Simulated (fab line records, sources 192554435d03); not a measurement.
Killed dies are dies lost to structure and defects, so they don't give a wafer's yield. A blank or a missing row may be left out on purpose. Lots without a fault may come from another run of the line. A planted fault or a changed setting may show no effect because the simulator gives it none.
Chamber matching | flow n5_finfet | N5_BEOL_M10_PECVD_70 on pecvd-04: 3 sister chambers
The step deposits SiO2 from TEOS/O2, target thk 20 nm, time 22.7 s. 6 wafers are shown with their chamber, then 9 later ones without.

WAFERS WITH THEIR CHAMBER
wafer  | chamber | throttle_valve_pct (%) | showerhead_plenum_p_Torr (Torr)
L083.4 | 1       | 20.4                   | 8.80
L085.3 | 1       | 20.2                   | 8.79
L085.5 | 2       | 21.3                   | 8.82
L086.1 | 0       | 22.1                   | 8.88
L086.5 | 2       | 21.4                   | 8.82
L086.6 | 0       | 21.9                   | 8.84

WAFERS WITHOUT THEIR CHAMBER
wafer  | throttle_valve_pct (%) | showerhead_plenum_p_Torr (Torr)
L084.1 | 20.3                   | 8.81
L084.2 | 21.6                   | 8.81
L084.6 | 20.6                   | 8.78
L092.2 | 21.5                   | 8.79
L092.4 | 21.6                   | 8.81
L092.5 | 22.2                   | 8.86
L094.1 | 21.5                   | 8.81
L094.3 | 22.2                   | 8.87
L094.4 | 22.1                   | 8.87

WHICH CHAMBER EACH WENT THROUGH
wafer  | from the rows above | in truth
L084.1 | 1                   | 1
L084.2 | 2                   | 2
L084.6 | 1                   | 1
L092.2 | 2                   | 2
L092.4 | 2                   | 2
L092.5 | 0                   | 0
L094.1 | 2                   | 2
L094.3 | 0                   | 0
L094.4 | 0                   | 0
Placed correctly: 9 of 9. Can't be placed from these rows: 0. Placed wrongly: 0.
How it was worked out, from the rows above alone: a wafer's distance from a chamber is the root of the sum, over the readings, of the square of ((its reading less the chamber's mean) divided by the reading's scatter). The wafer belongs to the nearest chamber; if the next one is less than 2 further off, it can't be placed. A chamber's mean is the mean of its shown wafers. The scatter: the root of (the sum of the squares of (reading less its chamber's mean) over the shown wafers, divided by (wafers less chambers)).
